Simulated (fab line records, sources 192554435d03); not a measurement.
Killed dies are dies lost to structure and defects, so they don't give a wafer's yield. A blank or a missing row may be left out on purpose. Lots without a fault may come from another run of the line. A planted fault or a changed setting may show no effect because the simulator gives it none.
fab line records | flow n5_finfet
record lots=6 wafers=17 last_day=18
route steps=1938 shown BEOL_M9@1468 BEOL_M10@1470 PASSIVATION@1936
lots that met no fault: from a run of the same line without faults
start_h: hours from the record's first day to the start of the lot's first wafer shown | wait_h: hours since the lot's step before | " the same as in the row above | L1.1+2: a row that stands for several wafers | - no value, or no start given | * or withheld: withheld | < > ~ a bound
route shown NAME@n: a module of which the file shows steps, and the number in the route of the first | usual: mean/standard deviation of fault-free wafers | same: alike in all rows | chamber/n: place in a boat | sites: the reading at each site | _std_site: their standard deviation | _edge_site: outer sites' mean less inner sites' | radius_mm: how far each site lies from the wafer's centre | mask NAME#n: copy n | behind: the tool/chamber that last shaped the wafer | hold: why the lot was held/for how many hours/how that ended | device: the transistor (n, p or np) that didn't switch | end of line: the same wafers' tests at the end of the route | a step without rows: its recipe alone | killed: dies lost to structure and defects at the first sort, not the wafer's yield | map: a wafer's dies, x killed, . not, _ none there
set.NAME: the setting as run; set.NAME@STEP: as run at that earlier step | model.NAME: the simulator's own value behind a step, which no gauge read
lots at some steps of the route; a table a step, a row a wafer
services: from which hour (start_h, from the record's first day; less than 0 if before it) a tool's chamber was out of use, for how many hours, and why
## steps
# step N5_BEOL_M9_RS_MEAS_57
# recipe thk_meas_gauge=four-point-probe reads=Cu_of_BEOL_M9_ECD_50+Co_of_BEOL_M9_CVD_78+TaN_of_BEOL_M9_ALD_74
# usual M9_RS=0.151/0.0037
# columns lot.wafer tool chamber start_h wait_h M9_RS[ohm/sq]
L757.1 film_metro-02 - 227.75 0.1 0.153
L757.2 " - " " 0.151
L757.3 " - " " 0.151
L756.1 film_metro-01 - 230.78 0.1 0.149
L756.2 " - " " 0.149
L756.6 " - " " 0.150
L768.1 film_metro-02 - 308.76 0.1 0.149
L768.2 " - " " 0.149
L768.6 " - " " 0.147
L770.4 film_metro-02 - 322.75 0.0 0.149
L770.5 " - " " 0.147
L770.6 " - " " 0.157
L772.1 film_metro-02 - 357.14 0.1 0.145
L772.5 " - " " 0.151
L777.1 film_metro-01 - 377.99 0.1 0.148
L777.3 " - " " 0.148
L777.4 " - " " 0.150
# step N5_BEOL_M9_INSPECT_58
# recipe inspect_instrument=darkfield mode=post_dep
# usual raw_defect_count=68/20
# columns lot.wafer tool chamber start_h wait_h raw_defect_count
L757.1 defect_inspect-02 - 227.78 0.0 99
L757.2 " - " " 92
L757.3 " - " " 70
L756.1 defect_inspect-01 - 230.80 0.0 70
L756.2 " - " " 84
L756.6 " - " " 84
L768.1 defect_inspect-02 - 308.79 0.0 79
L768.2 " - " " 64
L768.6 " - " " 86
L770.4 defect_inspect-02 - 322.77 0.0 78
L770.5 " - " " 73
L770.6 " - " " 79
L772.1 defect_inspect-01 - 357.16 0.0 48
L772.5 " - " " 60
L777.1 defect_inspect-01 - 378.02 0.0 57
L777.3 " - " " 30
L777.4 " - " " 64
# step N5_BEOL_M10_ILD_DEP_00
# recipe material=SiCOH_lowk target_thk_a=3085.1 temp_c=300 precursor=DEMS/porogen pressure_torr=5 rf_w=500 time_s=58
# usual heater_power_w=322/67 showerhead_plenum_p_Torr=5.745/0.018 throttle_valve_pct=13.7/0.47
# columns lot.wafer tool chamber start_h wait_h heater_power_w showerhead_plenum_p_Torr throttle_valve_pct
L757.1 pecvd-04 0 227.82 0.0 289 5.749 14.0
L757.2 " 2 " " 467 5.778 13.4
L757.3 " 1 " " 408 5.747 13.5
L756.1 pecvd-03 0 230.84 0.0 275 5.731 13.9
L756.2 " 1 " " 269 5.739 14.6
L756.6 " 2 " " 268 5.738 13.3
L768.1 pecvd-01 1 308.82 0.0 239 5.719 13.1
L768.2 " 0 " " 341 5.769 13.7
L768.6 " 2 " " 310 5.732 12.8
L770.4 pecvd-04 0 322.84 0.1 328 5.742 14.0
L770.5 " 2 " " 468 5.786 13.9
L770.6 " 1 " " 435 5.749 13.7
L772.1 pecvd-04 1 357.20 0.0 359 5.729 13.6
L772.5 " 2 " " 430 5.788 13.8
L777.1 pecvd-03 0 378.06 0.0 294 5.735 13.8
L777.3 " 2 " " 224 5.737 13.5
L777.4 " 0 " " 311 5.719 13.9
# step N5_BEOL_M10_CURE_71
# recipe temp_c=385 time_s=240 ambient=He/Ar material=SiCOH_lowk
# usual lamp_power_pct=52.31/0.054 wafer_temp_C_max=387.3/0.75
# columns lot.wafer tool chamber start_h wait_h lamp_power_pct wafer_temp_C_max
L757.1 uv_cure-01 0 228.00 0.2 52.18 387.2
L757.2 " 0 " " 52.32 388.3
L757.3 " 0 " " 52.32 387.6
L756.1 uv_cure-01 2 230.92 0.0 52.34 388.3
L756.2 " 2 " " 52.20 387.9
L756.6 " 2 " " 52.29 387.3
L768.1 uv_cure-03 0 308.90 0.0 52.37 386.8
L768.2 " 0 " " 52.26 386.5
L768.6 " 0 " " 52.36 387.1
L770.4 uv_cure-01 0 323.13 0.3 52.30 388.1
L770.5 " 0 " " 52.23 388.1
L770.6 " 0 " " 52.25 387.1
L772.1 uv_cure-03 0 357.28 0.0 52.22 386.8
L772.5 " 0 " " 52.26 387.0
L777.1 uv_cure-01 1 378.13 0.0 52.22 387.5
L777.3 " 1 " " 52.26 386.9
L777.4 " 1 " " 52.31 388.1
# step N5_BEOL_M10_THK_MEAS_01
# recipe reads=SiCOH_lowk_of_BEOL_M10_ILD_DEP_00
# usual M10_ILD_THK=267/3.5
# columns lot.wafer tool chamber start_h wait_h M10_ILD_THK[nm]
L757.1 film_metro-01 - 228.51 0.4 262
L757.2 " - " " 265
L757.3 " - " " 261
L756.1 film_metro-01 - 231.43 0.4 268
L756.2 " - " " 267
L756.6 " - " " 267
L768.1 film_metro-01 - 309.41 0.4 263
L768.2 " - " " 266
L768.6 " - " " 268
L770.4 film_metro-01 - 323.40 0.2 263
L770.5 " - " " 273
L770.6 " - " " 271
L772.1 film_metro-02 - 357.79 0.4 260
L772.5 " - " " 266
L777.1 film_metro-02 - 378.65 0.4 269
L777.3 " - " " 263
L777.4 " - " " 269
# step N5_BEOL_M10_PECVD_70
# recipe material=SiO2 target_thk_a=200 temp_c=400 precursor=TEOS/O2 pressure_torr=5.5 rf_w=450 teos_flow_sccm=53.8 gas=O2 flow_sccm=3000 time_s=22.7
# usual heater_power_w=746/130 showerhead_plenum_p_Torr=8.83/0.071 throttle_valve_pct=22.0/0.67
# columns lot.wafer tool chamber start_h wait_h heater_power_w showerhead_plenum_p_Torr throttle_valve_pct
L757.1 pecvd-04 2 228.55 0.0 1021 8.98 21.5
L757.2 " 1 " " 842 8.81 22.0
L757.3 " 0 " " 696 8.85 22.4
L756.1 pecvd-03 0 231.47 0.0 703 8.72 22.3
L756.2 " 1 " " 640 8.78 23.6
L756.6 " 0 " " 702 8.73 22.4
L768.1 pecvd-01 1 309.45 0.0 549 8.75 21.4
L768.2 " 2 " " 638 8.80 20.9
L768.6 " 1 " " 547 8.78 21.2
L770.4 pecvd-03 1 323.46 0.1 625 8.80 23.5
L770.5 " 2 " " 661 8.77 21.7
L770.6 " 0 " " 646 8.72 22.5
L772.1 pecvd-01 0 357.83 0.0 765 8.86 22.5
L772.5 " 1 " " 595 8.77 21.7
L777.1 pecvd-01 2 378.68 0.0 741 8.79 21.0
L777.3 " 0 " " 862 8.85 22.5
L777.4 " 0 " " 863 8.86 22.1
# step N5_BEOL_M10_HM_DEP_02
# recipe material=TiN target_thk_a=200 temp_c=25 chamber_pressure_pa=0.49996
# usual throttle_valve_pct=29.8/0.9
# columns lot.wafer tool chamber start_h wait_h throttle_valve_pct
L757.1 pvd_sputter-03 - 229.64 1.1 31.0
L757.2 " - " " 29.2
L757.3 " - " " 30.1
L756.1 pvd_sputter-01 - 232.34 0.9 30.0
L756.2 " - " " 29.2
L756.6 " - " " 29.7
L768.1 pvd_sputter-01 - 309.51 0.0 29.0
L768.2 " - " " 29.6
L768.6 " - " " 30.6
L770.4 pvd_sputter-02 - 325.54 2.1 27.6
L770.5 " - " " 30.6
L770.6 " - " " 27.9
L772.1 pvd_sputter-03 - 359.33 1.5 30.9
L772.5 " - " " 29.3
L777.1 pvd_sputter-01 - 382.10 3.4 29.1
L777.3 " - " " 31.0
L777.4 " - " " 29.6
# step N5_BEOL_M10_COAT_59
# recipe resist=SOC temp_c=250 time_s=60 spin_rpm=1500 resist_thk_nm=100
# step N5_BEOL_M10_COAT_60
# recipe resist=SiARC temp_c=220 time_s=60 spin_rpm=1500 resist_thk_nm=30
# step N5_BEOL_M10_COAT_05
# recipe resist=CAR-ArF spin_rpm=1500 resist_thk_nm=90
# step N5_BEOL_M10_EBR_07
# recipe solvent=PGMEA ebr_width_mm=1.5
# step N5_BEOL_M10_SOFTBAKE_06
# recipe temp_c=110 time_s=60 resist=CAR-ArF
# step N5_BEOL_M10_EXPOSE_08
# recipe mask_id=M10 na=1.35 source_shape=dipole sigma_inner=0.411 sigma_outer=0.611 polarization=te dose_mj=53.75
# usual reticle_temp_C=22.97/0.11
# same na=1.35 sigma_outer=0.611
# columns lot.wafer tool chamber start_h wait_h mask reticle_temp_C model.BEOL_M10.overlay_x_nm
L757.1 arfi_scanner-02 0 229.90 - M10#0 22.99 0
L757.2 " 0 " " M10#0 23.14 0
L757.3 " 0 " " M10#0 23.10 0
L756.1 arfi_scanner-01 0 232.72 - M10#0 22.92 0.2
L756.2 " 0 " " M10#0 23.10 0.2
L756.6 " 0 " " M10#0 23.01 0.2
L768.1 arfi_scanner-01 0 311.03 - M10#0 22.91 5.4
L768.2 " 0 " " M10#0 23.00 5.4
L768.6 " 0 " " M10#0 22.87 5.4
L770.4 arfi_scanner-01 0 325.81 - M10#0 23.11 5.8
L770.5 " 0 " " M10#0 23.08 5.8
L770.6 " 0 " " M10#0 23.01 5.8
L772.1 arfi_scanner-03 0 359.57 - M10#0 23.07 -0.4
L772.5 " 0 " " M10#0 22.88 -0.4
L777.1 arfi_scanner-02 0 382.34 - M10#0 22.92 -0.6
L777.3 " 0 " " M10#0 23.03 -0.6
L777.4 " 0 " " M10#0 22.97 -0.6
# step N5_BEOL_M10_PEB_09
# recipe peb_temp_c=withheld peb_time_s=60 resist=CAR-ArF
# step N5_BEOL_M10_DEVELOP_10
# recipe develop_time_s=30 developer=TMAH resist=CAR-ArF rinse_liquid=diw dry=air_spin dev_temp_c=23
# step N5_BEOL_M10_CD_MEAS_11
# recipe target_cd_nm=64.1 landing_energy_ev=500 detector=se_inlens polarity=opening
# usual cd_nm=63.9/0.71
# columns lot.wafer tool chamber start_h wait_h cd_nm
L757.1 cd_sem-02 0 230.03 - 63.9
L757.2 " 0 " " 64.7
L757.3 " 0 " " 64.6
L756.1 cd_sem-01 0 232.84 - 63.5
L756.2 " 0 " " 63.6
L756.6 " 0 " " 64.7
L768.1 cd_sem-02 0 311.16 - 64.3
L768.2 " 0 " " 64.4
L768.6 " 0 " " 64.3
L770.4 cd_sem-01 0 325.92 - 64.7
L770.5 " 0 " " 65.2
L770.6 " 0 " " 63.7
L772.1 cd_sem-02 0 359.70 - 63.2
L772.5 " 0 " " 63.6
L777.1 cd_sem-02 0 382.47 - 62.7
L777.3 " 0 " " 62.9
L777.4 " 0 " " 63.3
# step N5_BEOL_M10_OVL_MEAS_12
# recipe points_per_wafer=44
# usual M10_OVL=-0.4/0.76
# columns lot.wafer tool chamber start_h wait_h M10_OVL[nm]
L757.1 overlay-01 0 230.06 0.0 -2.0
L757.2 " 0 " " 0.3
L757.3 " 0 " " -0.7
L756.1 overlay-01 0 232.87 0.0 0.6
L756.2 " 0 " " -1.0
L756.6 " 0 " " 0.3
L768.1 overlay-01 0 311.19 0.0 3.9
L768.2 " 0 " " 5.7
L768.6 " 0 " " 5.2
L770.4 overlay-01 0 325.95 0.0 5.0
L770.5 " 0 " " 4.1
L770.6 " 0 " " 4.9
L772.1 overlay-01 0 359.73 0.0 -0.9
L772.5 " 0 " " -1.3
L777.1 overlay-02 0 382.50 0.0 -0.5
L777.3 " 0 " " -1.3
L777.4 " 0 " " -1.1
# step N5_BEOL_M10_INSPECT_13
# recipe mode=adi inspect_instrument=brightfield
# usual raw_defect_count=395/92
# columns lot.wafer tool chamber start_h wait_h raw_defect_count
L757.1 defect_inspect-01 - 230.08 0.0 440
L757.2 " - " " 381
L757.3 " - " " 319
L756.1 defect_inspect-02 - 232.90 0.0 320
L756.2 " - " " 436
L756.6 " - " " 293
L768.1 defect_inspect-01 - 311.22 0.0 348
L768.2 " - " " 350
L768.6 " - " " 394
L770.4 defect_inspect-01 - 325.97 0.0 432
L770.5 " - " " 517
L770.6 " - " " 390
L772.1 defect_inspect-01 - 359.75 0.0 317
L772.5 " - " " 299
L777.1 defect_inspect-02 - 382.52 0.0 356
L777.3 " - " " 283
L777.4 " - " " 362
# step N5_PASSIVATION_PROBE_49
# usual defect_limited_yield=90.9/1.6 killed_at_M0_to_M3=34/10 killed_at_M4_up=13/5.4 killed_at_contacts=13/6 killed_at_front_end=42/13 killed_at_other=4/3.2 killed_dies=107/18 killed_open=69/14 killed_short=35/7.7 sort_bin_4_leakage=0.02/0.17 sort_bin_5_function=5.3/1 sort_bin_6_memory=3.3/0.75 sort_bin_8_speed=0.00/0.015 sort_n_pass=1073/19 sort_yield_pct=90.9/1.6
# same gross_dies=1180 killed_at_back_side=0
# columns lot.wafer tool chamber start_h wait_h defect_limited_yield[%] killed_at_M0_to_M3 killed_at_M4_up killed_at_contacts killed_at_front_end killed_at_other killed_dies killed_open killed_short sort_bin_4_leakage[%] sort_bin_5_function[%] sort_bin_6_memory[%] sort_bin_8_speed[%] sort_n_pass sort_yield_pct[%]
L768.1 prober-02 - 361.26 0.0 89.6 40 9 12 60 2 123 80 41 0 6.1 4.2 0 1057 89.6
L768.2 prober-02 - 361.31 0.1 88.6 44 14 9 62 5 134 89 43 0 7.2 3.9 0 1046 88.6
L768.6 prober-02 - 361.51 0.3 88.1 30 29 17 62 3 141 100 40 0 6.4 5.2 0 1039 88.1
L770.4 prober-02 - 374.81 0.2 88.4 41 23 7 63 3 137 88 34 0 6.9 4.2 0 1043 88.4
L770.5 prober-02 - 374.86 0.2 89.2 45 10 13 58 2 128 96 32 0 5.9 4.8 0 1052 89.2
L770.6 prober-02 - 374.91 0.3 89.4 46 13 10 47 9 125 89 33 0 6.8 3.4 0 1055 89.4
# killed by level:class
L768.1 STI_FIN_REVEAL:geometric_particle:open=16 MOL_CONTACT_COAG:geometric_particle:open=9 FIN_SAQP:geometric_particle:short=8 BEOL_M1:geometric_particle:open=8 ILD0:geometric_particle:short=8 BEOL_M0:geometric_particle:open=7 FIN_SAQP:geometric_particle:open=5 BEOL_M3:geometric_particle:open=5
L768.2 STI_FIN_REVEAL:geometric_particle:open=18 FIN_SAQP:geometric_particle:open=12 FIN_SAQP:geometric_particle:short=11 BEOL_M1:geometric_particle:open=10 BEOL_M3:geometric_particle:open=8 MOL_CONTACT_COAG:geometric_particle:open=7 DUMMY_GATE:geometric_particle:open=6 BEOL_M0_SAQP:geometric_particle:open=6
L768.6 STI_FIN_REVEAL:geometric_particle:open=27 BEOL_M4:geometric_particle:open=17 MOL_CONTACT_COAG:geometric_particle:open=16 BEOL_M1:geometric_particle:open=9 BEOL_M4:geometric_particle:short=6 FIN_SAQP:geometric_particle:open=4 STI_FIN_REVEAL:geometric_particle:short=4 SPACER0:geometric_particle:open=4
L770.4 STI_FIN_REVEAL:geometric_particle:open=15 BEOL_M4:geometric_particle:open=13 FIN_CUT:area_etch=10 BEOL_M3:geometric_particle:open=9 BEOL_M0_SAQP:geometric_particle:open=8 BEOL_M0_SAQP:geometric_particle:short=7 BEOL_M1:geometric_particle:open=7 FIN_SAQP:geometric_particle:open=6
L770.5 FIN_SAQP:geometric_particle:open=18 STI_FIN_REVEAL:geometric_particle:open=17 BEOL_M2:geometric_particle:open=15 BEOL_M3:geometric_particle:open=10 MOL_CONTACT_COAG:geometric_particle:open=10 BEOL_M0_SAQP:geometric_particle:short=7 DUMMY_GATE:geometric_particle:open=5 FIN_SAQP:geometric_particle:short=4
L770.6 BEOL_M3:geometric_particle:open=16 STI_FIN_REVEAL:geometric_particle:open=12 BEOL_M0_SAQP:geometric_particle:short=7 BEOL_M0_SAQP:geometric_particle:open=7 BEOL_M2:geometric_particle:open=6 FIN_SAQP:geometric_particle:open=5 DUMMY_GATE:geometric_particle:open=5 SPACER0:geometric_particle:open=5
## services
# columns tool chamber start_h hours kind
arfi_scanner-01 - 217.25 0.8 pm
arfi_scanner-02 - 218.71 0.8 pm
arfi_scanner-03 - 230.26 1.0 pm
arfi_scanner-03 - 231.85 0.7 repair
arfi_scanner-02 - 234.38 2.6 repair
pecvd-01 - 242.73 2.0 repair
arfi_scanner-02 - 248.84 1.0 pm
arfi_scanner-01 - 252.93 1.0 pm
arfi_scanner-02 - 266.37 4.9 pm
pecvd-01 1 268.27 3.6 repair
uv_cure-03 - 277.44 6.0 pm
arfi_scanner-02 - 281.88 1.3 pm
arfi_scanner-02 - 300.05 1.8 repair
arfi_scanner-01 - 304.73 1.3 pm
pvd_sputter-02 - 305.99 6.3 repair
arfi_scanner-02 - 309.62 3.1 pm
uv_cure-03 - 310.02 11.6 repair
pecvd-01 2 314.61 4.8 repair
pecvd-01 - 337.11 14.6 pm
uv_cure-01 - 341.40 4.3 pm
pecvd-04 - 350.50 5.5 pm
pvd_sputter-02 - 359.20 3.8 repair
pecvd-04 - 359.46 1.0 repair
pecvd-04 - 370.94 11.4 repair
## key
first_sign step=N5_BEOL_M10_OVL_MEAS_12 reading=M10_OVL direction=up sigmas=6.9 usual=-0.4 struck=4.8
effect none on later readings
model_effect step=N5_BEOL_M10_EXPOSE_08 value=BEOL_M10.overlay_x_nm without=0.4 struck=5.6
met_at N5_BEOL_M10_EXPOSE_08
struck_wafers L768.1,L768.2,L768.6,L770.4,L770.5,L770.6
baseline_loss step=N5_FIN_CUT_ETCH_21 wafers=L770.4
onset_between 232.72 311.03
fault kind=scanner_matching_overlay tool=arfi_scanner-01 chamber=- onset_h=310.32 steps=N5_BEOL_M10_EXPOSE_08 offset=5.2524
# baseline_loss: these wafers lose ten dies or more at that step, a loss of the line's own and not of a fault; the sort's usual values leave them out
